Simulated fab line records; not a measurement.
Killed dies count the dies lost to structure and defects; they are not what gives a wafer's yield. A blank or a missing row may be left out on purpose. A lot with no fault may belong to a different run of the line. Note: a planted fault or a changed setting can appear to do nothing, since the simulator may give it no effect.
Matching of chambers    flow n5_finfet    N5_HKMG_FIN_CMP_94 on cmp-02 has 4 sister chambers
The step polishes, stops on SiNx, t overpolish 4.7 s, target thk 43.299 nm. 8 wafers are shown with their chamber, then 7 later ones without.

WAFERS PAIRED WITH THEIR CHAMBERS
wafer   chamber  motor_current_A (A)  edge_zone_pressure_frac
L077.5  0        11.8                 0.998
L082.3  0        11.3                 0.999
L082.4  2        13.2                 1.006
L086.1  1        13.0                 0.998
L086.5  2        13.2                 1.000
L086.6  3        15.0                 1.000
L093.1  1        12.6                 1.004
L093.4  3        15.1                 1.006

WAFERS WHOSE CHAMBER IS MISSING
wafer   motor_current_A (A)  edge_zone_pressure_frac
L093.6  13.1                 1.003
L094.1  14.9                 0.998
L094.2  12.9                 1.000
L094.5  13.3                 1.006
L096.2  14.6                 1.002
L096.4  13.0                 1.011
L096.5  13.0                 1.006

THE CHAMBER EACH PASSED THROUGH
wafer   from the rows above      in truth
L093.6  can't be placed: 2 or 1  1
L094.1  3                        3
L094.2  can't be placed: 1 or 2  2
L094.5  can't be placed: 2 or 1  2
L096.2  3                        3
L096.4  can't be placed: 2 or 1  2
L096.5  can't be placed: 2 or 1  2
2 of 7 placed correctly. Can't be placed from these rows: 5 (the true chamber is among the candidates in 5). 0 placed wrongly.
How it was worked out, from the rows above alone: a wafer's distance from a chamber is the root of the sum, over the readings, of the square of ((its reading less the chamber's mean) divided by the reading's scatter). If the next closest chamber is less than 2 further off than the closest, the wafer can't be placed; otherwise it belongs to the closest. A chamber's mean is the mean of its shown wafers. The scatter is the square root of a quotient: the sum, over the shown wafers, of each reading's squared deviation from its chamber's mean, divided by wafers minus chambers.
